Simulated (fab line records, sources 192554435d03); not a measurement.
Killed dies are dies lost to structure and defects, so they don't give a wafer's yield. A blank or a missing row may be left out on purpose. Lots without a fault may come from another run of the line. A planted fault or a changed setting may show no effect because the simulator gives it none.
fab line records | flow n5_finfet
record lots=12 wafers=35 last_day=18
route steps=1938 shown BEOL_M9@1455 BEOL_M10@1473 PASSIVATION@1936
lots that met no fault: from a run of the same line without faults
start_h: hours from the record's first day to the start of the lot's first wafer shown | wait_h: hours since the lot's step before | " the same as in the row above | L1.1+2: a row that stands for several wafers | - no value, or no start given | * or withheld: withheld | < > ~ a bound
route shown NAME@n: a module of which the file shows steps, and the number in the route of the first | usual: mean/standard deviation of fault-free wafers | same: alike in all rows | chamber/n: place in a boat | sites: the reading at each site | _std_site: their standard deviation | _edge_site: outer sites' mean less inner sites' | radius_mm: how far each site lies from the wafer's centre | mask NAME#n: copy n | behind: the tool/chamber that last shaped the wafer | hold: why the lot was held/for how many hours/how that ended | device: the transistor (n, p or np) that didn't switch | end of line: the same wafers' tests at the end of the route | a step without rows: its recipe alone | killed: dies lost to structure and defects at the first sort, not the wafer's yield | map: a wafer's dies, x killed, . not, _ none there
set.NAME: the setting as run; set.NAME@STEP: as run at that earlier step | model.NAME: the simulator's own value behind a step, which no gauge read
steps of the route over a sample of lots; a table a step, a row a wafer
services: from which hour (start_h, from the record's first day; less than 0 if before it) a tool's chamber was out of use, for how many hours, and why
## steps
# step N5_BEOL_M9_CURE_72
# recipe temp_c=370 time_s=120 ambient=DMADMS/He material=SiCOH_lowk
# usual lamp_power_pct=52.31/0.059 wafer_temp_C_max=371.7/0.58
# columns lot.wafer tool chamber start_h wait_h lamp_power_pct wafer_temp_C_max
L817.2 uv_cure-01 0 248.23 0.1 52.27 371.9
L817.3 " 0 " " 52.29 371.2
L816.1 uv_cure-02 2 255.39 0.0 52.44 371.7
L816.4 " 2 " " 52.35 372.0
L816.6 " 2 " " 52.32 371.6
L818.2 uv_cure-03 2 255.63 0.1 52.30 372.0
L818.3 " 2 " " 52.34 372.7
L818.4 " 2 " " 52.31 371.7
L819.1 uv_cure-01 2 273.14 0.0 52.39 370.9
L819.3 " 2 " " 52.27 370.9
L819.6 " 2 " " 52.23 371.1
L823.1 uv_cure-01 1 286.38 0.0 52.33 373.0
L823.3 " 1 " " 52.34 372.1
L823.6 " 1 " " 52.29 371.4
L824.1 uv_cure-02 1 305.92 0.5 52.37 371.7
L824.2 " 1 " " 52.28 371.8
L824.3 " 1 " " 52.25 371.8
L828.1 uv_cure-01 1 320.98 0.0 52.33 372.2
L828.4 " 1 " " 52.24 372.2
L828.5 " 1 " " 52.28 372.4
L827.1 uv_cure-03 1 321.51 0.0 52.25 371.6
L827.4 " 1 " " 52.23 371.8
L827.5 " 1 " " 52.36 371.7
L832.1 uv_cure-01 1 351.05 0.0 52.38 372.1
L832.4 " 1 " " 52.34 372.0
L832.6 " 1 " " 52.28 372.0
L833.2 uv_cure-03 0 353.71 0.1 52.27 370.9
L833.3 " 0 " " 52.39 370.5
L833.6 " 0 " " 52.25 371.0
L834.1 uv_cure-02 1 366.77 0.0 52.28 372.3
L834.3 " 1 " " 52.29 372.0
L834.5 " 1 " " 52.30 371.6
L838.1 uv_cure-01 2 383.43 0.0 52.29 371.2
L838.3 " 2 " " 52.38 371.7
L838.4 " 2 " " 52.24 371.0
# step N5_BEOL_M9_SURFACE_TREAT_79
# recipe gas=Ar time_s=* ion_energy_ev=* ion_current_ma_cm2=0.5 pressure_mtorr=* ar_flow_sccm=30
# usual throttle_valve_pct=*
# columns lot.wafer tool chamber start_h wait_h throttle_valve_pct
L817.2 pvd_sputter-03 - 249.06 0.2 *
L817.3 " - " " *
L816.1 pvd_sputter-01 - 256.20 0.2 *
L816.4 " - " " *
L816.6 " - " " *
L818.2 pvd_sputter-02 - 256.32 0.2 *
L818.3 " - " " *
L818.4 " - " " *
L819.1 pvd_sputter-01 - 274.88 0.7 *
L819.3 " - " " *
L819.6 " - " " *
L823.1 pvd_sputter-03 - 287.73 0.2 *
L823.3 " - " " *
L823.6 " - " " *
L824.1 pvd_sputter-03 - 306.90 0.2 *
L824.2 " - " " *
L824.3 " - " " *
L828.1 pvd_sputter-03 - 322.33 0.3 *
L828.4 " - " " *
L828.5 " - " " *
L827.1 pvd_sputter-01 - 322.46 0.2 *
L827.4 " - " " *
L827.5 " - " " *
L832.1 pvd_sputter-01 - 352.13 0.2 *
L832.4 " - " " *
L832.6 " - " " *
L833.2 pvd_sputter-02 - 355.36 0.3 *
L833.3 " - " " *
L833.6 " - " " *
L834.1 pvd_sputter-03 - 367.55 0.2 *
L834.3 " - " " *
L834.5 " - " " *
L838.1 pvd_sputter-02 - 384.52 0.2 *
L838.3 " - " " *
L838.4 " - " " *
# step N5_BEOL_M10_PECVD_70
# recipe material=SiO2 target_thk_a=200 temp_c=400 precursor=TEOS/O2 pressure_torr=5.5 rf_w=450 teos_flow_sccm=53.8 gas=O2 flow_sccm=3000 time_s=22.7
# usual heater_power_w=772/120 showerhead_plenum_p_Torr=8.78/0.081 susceptor_temp_C=400.02/0.21 throttle_valve_pct=22.6/2
# columns lot.wafer tool chamber start_h wait_h heater_power_w showerhead_plenum_p_Torr susceptor_temp_C throttle_valve_pct
L817.2 pecvd-04 0 251.72 0.0 787 8.78 400.19 21.0
L817.3 " 2 " " 696 8.87 400.04 21.1
L816.1 pecvd-04 1 258.51 0.0 609 8.70 399.96 24.0
L816.4 " 2 " " 650 8.84 400.12 21.1
L816.6 " 0 " " 767 8.77 399.83 21.1
L818.2 pecvd-03 1 258.89 0.0 819 8.91 400.08 23.5
L818.3 " 2 " " 863 8.89 400.10 20.4
L818.4 " 0 " " 704 8.74 399.99 27.4
L819.1 pecvd-03 2 277.00 0.0 957 8.87 400.16 20.1
L819.3 " 1 " " 856 8.89 400.22 23.7
L819.6 " 2 " " 949 8.87 400.32 20.2
L823.1 pecvd-03 1 289.54 0.0 834 8.90 400.04 23.7
L823.3 " 2 " " 837 8.87 399.72 20.3
L823.6 " 1 " " 853 8.91 400.41 23.5
L824.1 pecvd-02 2 309.66 0.0 957 8.67 400.26 22.2
L824.2 " 0 " " 819 8.64 400.33 21.0
L824.3 " 1 " " 619 8.81 399.97 22.8
L828.1 pecvd-02 1 324.58 0.0 635 8.81 399.88 23.0
L828.4 " 0 " " 866 8.67 400.31 21.0
L828.5 " 2 " " 888 8.68 399.71 22.2
L827.1 pecvd-04 1 325.11 0.0 661 8.69 399.93 24.1
L827.4 " 1 " " 668 8.71 399.81 24.0
L827.5 " 2 " " 649 8.86 399.95 21.7
L832.1 pecvd-03 1 354.17 0.0 829 8.90 399.54 23.3
L832.4 " 0 " " 801 8.75 400.08 27.0
L832.6 " 2 " " 852 8.87 400.00 20.2
L833.2 pecvd-03 0 357.40 0.0 784 8.76 400.20 27.3
L833.3 " 2 " " 817 8.89 400.15 20.4
L833.6 " 1 " " 802 8.87 400.03 23.6
L834.1 pecvd-02 1 370.07 0.0 642 8.81 400.33 22.8
L834.3 " 2 " " 1001 8.69 400.01 22.4
L834.5 " 2 " " 1031 8.68 399.86 22.3
L838.1 pecvd-04 0 386.46 0.0 811 8.77 399.84 21.4
L838.3 " 2 " " 702 8.86 400.16 21.7
L838.4 " 1 " " 578 8.70 400.40 23.8
# step N5_BEOL_M10_COAT_60
# recipe resist=SiARC temp_c=220 time_s=60 spin_rpm=1500 resist_thk_nm=30
# usual resist_line_temp_C=23.00/0.094 spin_speed_rpm=1500.0/0.81
# columns lot.wafer tool chamber start_h wait_h resist_line_temp_C spin_speed_rpm
L817.2 litho_track-03 0 252.55 - 23.08 1500.1
L817.3 " 0 " " 23.04 1498.8
L816.1 litho_track-04 0 260.11 - 23.02 1499.0
L816.4 " 0 " " 23.15 1499.4
L816.6 " 0 " " 23.16 1500.3
L818.2 litho_track-02 0 260.21 - 22.96 1500.3
L818.3 " 0 " " 23.14 1501.1
L818.4 " 0 " " 23.13 1499.9
L819.1 litho_track-02 0 278.50 - 22.95 1500.6
L819.3 " 0 " " 22.89 1500.7
L819.6 " 0 " " 22.84 1502.0
L823.1 litho_track-04 0 292.20 - 23.02 1500.5
L823.3 " 0 " " 23.12 1500.3
L823.6 " 0 " " 23.02 1500.0
L824.1 litho_track-02 0 311.68 - 23.10 1500.9
L824.2 " 0 " " 23.04 1499.8
L824.3 " 0 " " 23.07 1500.1
L828.1 litho_track-03 0 326.07 - 23.26 1423.0
L828.4 " 0 " " 22.94 1422.6
L828.5 " 0 " " 23.16 1422.4
L827.1 litho_track-03 0 326.75 - 23.05 1424.0
L827.4 " 0 " " 23.19 1424.3
L827.5 " 0 " " 23.12 1423.9
L832.1 litho_track-02 0 355.79 - 23.02 1500.6
L832.4 " 0 " " 22.97 1499.6
L832.6 " 0 " " 23.09 1500.1
L833.2 litho_track-02 0 357.86 - 23.02 1500.4
L833.3 " 0 " " 22.97 1499.3
L833.6 " 0 " " 22.96 1498.9
L834.1 litho_track-04 0 370.52 - 22.67 1500.4
L834.3 " 0 " " 23.03 1499.5
L834.5 " 0 " " 23.00 1498.5
L838.1 litho_track-04 0 388.25 - 23.06 1500.3
L838.3 " 0 " " 22.99 1498.4
L838.4 " 0 " " 23.07 1499.9
# step N5_PASSIVATION_PROBE_49
# usual defect_limited_yield=91.2/1.4 killed_at_M0_to_M3=34/9.4 killed_at_M4_up=14/5.6 killed_at_contacts=13/7.8 killed_at_front_end=37/10 killed_at_other=4/3.3 killed_dies=103/17 killed_open=68/13 killed_short=33/8.2 sort_bin_5_function=5.1/0.92 sort_bin_6_memory=3.3/0.71 sort_bin_8_speed=0.01/0.043 sort_n_pass=1077/17
# same gross_dies=1180 killed_at_back_side=0 sort_bin_4_leakage[%]=0
# columns lot.wafer tool chamber start_h wait_h defect_limited_yield[%] killed_at_M0_to_M3 killed_at_M4_up killed_at_contacts killed_at_front_end killed_at_other killed_dies killed_open killed_short sort_bin_5_function[%] sort_bin_6_memory[%] sort_bin_8_speed[%] sort_n_pass
L819.1 prober-01 - 333.99 0.0 93.6 25 12 8 29 1 75 45 26 4.1 2.1 0 1105
L819.3 prober-01 - 334.09 0.1 90.1 24 15 24 51 3 117 81 28 5.1 4.2 0 1063
L819.6 prober-01 - 334.24 0.3 89.8 39 27 19 31 4 120 75 37 5.8 3.5 0 1060
L823.1 prober-02 - 347.14 0.0 93.0 28 9 10 33 3 83 59 24 4.1 2.5 0 1097
L823.3 prober-02 - 347.24 0.1 91.3 30 9 6 50 8 103 62 37 5.1 3.1 0 1077
L823.6 prober-02 - 347.39 0.3 90.6 37 13 10 51 0 111 75 27 5.6 3.0 0 1069
L828.1 prober-02 - 382.95 0.0 91.8 30 20 15 29 3 97 66 29 5.4 2.5 0 1083
L828.4 prober-02 - 383.10 0.2 93.1 30 12 7 30 3 82 56 25 4.3 2.5 0 1098
L828.5 prober-02 - 383.15 0.2 90.0 35 25 8 41 9 118 77 37 6.1 3.7 0 1062
L833.2 prober-02 - 412.89 0.1 91.3 32 20 20 27 4 103 73 29 5.0 3.6 0 1077
L833.3 prober-02 - 412.94 0.1 88.6 50 11 19 48 7 135 89 46 6.6 4.3 0 1045
L833.6 prober-02 - 413.09 0.3 91.7 26 17 10 44 1 98 60 35 5.1 2.5 0 1082
L838.1 prober-02 - 441.01 0.1 90.8 39 12 9 44 4 108 81 24 5.1 3.6 0 1072
L838.3 prober-02 - 441.11 0.2 93.9 22 11 5 31 3 72 47 22 3.2 2.7 0.08 1108
L838.4 prober-02 - 441.16 0.3 91.3 43 18 7 33 2 103 68 33 4.6 3.7 0 1077
# killed by level:class
L819.1 GATE_CUT:geometric_particle:open=7 MOL_CONTACT_COAG:geometric_particle:open=6 FIN_SAQP:geometric_particle:open=5 BEOL_M1:geometric_particle:open=5 BEOL_M3:geometric_particle:open=5 BEOL_M4:geometric_particle:open=5 BEOL_M0_SAQP:geometric_particle:short=4 STARTING-WAFER:geometric_particle:short=4
L819.3 MOL_CONTACT_COAG:geometric_particle:open=21 FIN_SAQP:geometric_particle:open=15 GATE_CUT:geometric_particle:short=8 BEOL_M0_SAQP:geometric_particle:open=7 BEOL_M3:geometric_particle:open=6 STI_FIN_REVEAL:geometric_particle:open=5 HKMG_FIN:area_etch=5 STARTING-WAFER:geometric_particle:open=4
L819.6 MOL_CONTACT_COAG:geometric_particle:open=17 BEOL_M3:geometric_particle:open=9 BEOL_M0_SAQP:geometric_particle:open=8 BEOL_M4:geometric_particle:short=7 BEOL_M4:geometric_particle:open=6 DUMMY_GATE:geometric_particle:open=6 HKMG_FIN:area_etch=6 FIN_SAQP:geometric_particle:open=5
L823.1 STI_FIN_REVEAL:geometric_particle:open=10 MOL_CONTACT_COAG:geometric_particle:open=9 BEOL_M0_SAQP:geometric_particle:open=6 BEOL_M1:geometric_particle:open=6 FIN_SAQP:geometric_particle:open=5 BEOL_M3:geometric_particle:open=5 FIN_SAQP:geometric_particle:short=4 BEOL_M2:geometric_particle:open=4
L823.3 STI_FIN_REVEAL:geometric_particle:open=15 BEOL_M0_SAQP:geometric_particle:open=12 BEOL_M0_SAQP:geometric_particle:short=11 ILD0:geometric_particle:short=5 MOL_CONTACT_COAG:geometric_particle:open=5 FIN_SAQP:geometric_particle:short=4 ILD0:geometric_particle:open=4 STARTING-WAFER:geometric_particle:short=4
L823.6 STI_FIN_REVEAL:geometric_particle:open=16 BEOL_M0_SAQP:geometric_particle:open=12 MOL_CONTACT_COAG:geometric_particle:open=9 BEOL_M0_SAQP:geometric_particle:short=9 HKMG_FIN:area_etch=9 DUMMY_GATE:geometric_particle:open=6 BEOL_M2:geometric_particle:open=6 BEOL_M4:geometric_particle:open=5
L828.1 MOL_CONTACT_COAG:geometric_particle:open=10 BEOL_M4:geometric_particle:open=9 FIN_SAQP:geometric_particle:open=6 BEOL_M1:geometric_particle:open=6 STI_FIN_REVEAL:geometric_particle:open=5 MOL_CONTACT_COAG:geometric_particle:short=5 BEOL_M0_SAQP:geometric_particle:open=5 FIN_SAQP:geometric_particle:short=4
L828.4 BEOL_M3:geometric_particle:open=10 STI_FIN_REVEAL:geometric_particle:open=9 MOL_CONTACT_COAG:geometric_particle:open=7 FIN_SAQP:geometric_particle:short=6 BEOL_M0_SAQP:geometric_particle:open=5 BEOL_M0:geometric_particle:open=4 BEOL_M4:geometric_particle:open=4 GATE_CUT:geometric_particle:short=3
L828.5 BEOL_M4:geometric_particle:open=14 STI_FIN_REVEAL:geometric_particle:open=12 FIN_SAQP:geometric_particle:open=8 BEOL_M3:geometric_particle:open=8 MOL_CONTACT_COAG:geometric_particle:open=7 BEOL_M2:geometric_particle:open=6 BEOL_M0_SAQP:geometric_particle:short=6 BEOL_M0_SAQP:geometric_particle:open=4
L833.2 MOL_CONTACT_COAG:geometric_particle:open=17 BEOL_M4:geometric_particle:open=12 BEOL_M3:geometric_particle:open=11 BEOL_M0_SAQP:geometric_particle:short=7 STI_FIN_REVEAL:geometric_particle:open=6 BEOL_M0_SAQP:geometric_particle:open=5 ILD0:geometric_particle:open=4 BEOL_M2:geometric_particle:short=4
L833.3 FIN_SAQP:geometric_particle:open=19 MOL_CONTACT_COAG:geometric_particle:open=15 FIN_SAQP:geometric_particle:short=14 BEOL_M0_SAQP:geometric_particle:short=14 BEOL_M0_SAQP:geometric_particle:open=12 BEOL_M3:geometric_particle:open=11 BEOL_M4:geometric_particle:open=8 PASS1_CAP:geometric_particle:open=5
L833.6 BEOL_M0_SAQP:geometric_particle:open=13 GATE_CUT:geometric_particle:short=10 BEOL_M4:geometric_particle:open=10 MOL_CONTACT_COAG:geometric_particle:open=8 FIN_SAQP:geometric_particle:short=7 FIN_SAQP:geometric_particle:open=5 STI_FIN_REVEAL:geometric_particle:open=4 BEOL_M3:geometric_particle:open=4
L838.1 STI_FIN_REVEAL:geometric_particle:open=13 BEOL_M2:geometric_particle:open=11 FIN_SAQP:geometric_particle:open=8 MOL_CONTACT_COAG:geometric_particle:open=7 BEOL_M1:geometric_particle:open=7 BEOL_M0_SAQP:geometric_particle:open=6 FIN_SAQP:geometric_particle:short=5 DUMMY_GATE:geometric_particle:open=5
L838.3 FIN_SAQP:geometric_particle:short=8 STI_FIN_REVEAL:geometric_particle:open=8 DUMMY_GATE:geometric_particle:open=7 BEOL_M4:geometric_particle:open=6 BEOL_M2:geometric_particle:open=5 MOL_CONTACT_COAG:geometric_particle:open=4 BEOL_M1:geometric_particle:short=4 BEOL_M0:geometric_particle:open=3
L838.4 BEOL_M4:geometric_particle:open=13 BEOL_M3:geometric_particle:open=12 BEOL_M2:geometric_particle:open=10 FIN_SAQP:geometric_particle:short=7 BEOL_M1:geometric_particle:short=6 BEOL_M1:geometric_particle:open=6 STARTING-WAFER:geometric_particle:open=5 DUMMY_GATE:geometric_particle:open=4
## services
# columns tool chamber start_h hours kind
pecvd-04 - 224.36 1.5 repair
pecvd-03 0 225.67 2.2 repair
litho_track-04 - 240.26 - consumable_replace:filter
uv_cure-01 - 259.51 2.1 pm
pecvd-03 1 263.70 5.5 scheduled_down
uv_cure-03 - 272.28 3.4 pm
uv_cure-02 - 286.38 1.0 pm
uv_cure-03 - 304.09 6.0 pm
pecvd-04 - 305.66 14.0 repair
uv_cure-03 - 311.70 3.2 repair
pecvd-02 1 324.87 29.1 repair
litho_track-02 - 336.53 - consumable_replace:filter
litho_track-02 - 347.00 - consumable_replace:filter
pecvd-04 0 359.54 2.1 scheduled_down
pecvd-03 - 366.32 6.0 pm
pecvd-04 2 368.09 2.1 scheduled_down
pecvd-02 1 370.88 5.5 scheduled_down
litho_track-04 - 373.22 - consumable_replace:filter
pecvd-03 1 383.62 - clean
pecvd-03 1 383.62 - consumable_replace:showerhead
pecvd-03 1 383.62 29.0 scheduled_down
pecvd-03 1 383.62 29.0 vent_cycle
## key
first_sign step=N5_BEOL_M10_COAT_60 reading=spin_speed_rpm direction=down sigmas=94 usual=* struck=*
effect none on later readings
met_at N5_BEOL_M10_COAT_60
struck_lots L827,L828
baseline_loss step=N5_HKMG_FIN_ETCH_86 wafers=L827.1
not_acting_at N5_BEOL_M9_CURE_72,N5_BEOL_M9_SURFACE_TREAT_79,N5_BEOL_M10_PECVD_70
onset_between 252.55 326.07
fault kind=process_parameter_drift tool=litho_track-03 chamber=- onset_h=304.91 steps=N5_BEOL_M10_COAT_60 channel=spin_rpm offset=* shape=step end_h=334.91 acts_in=* stated=*
# baseline_loss: these wafers lose ten dies or more at that step, a loss of the line's own and not of a fault; the sort's usual values leave them out
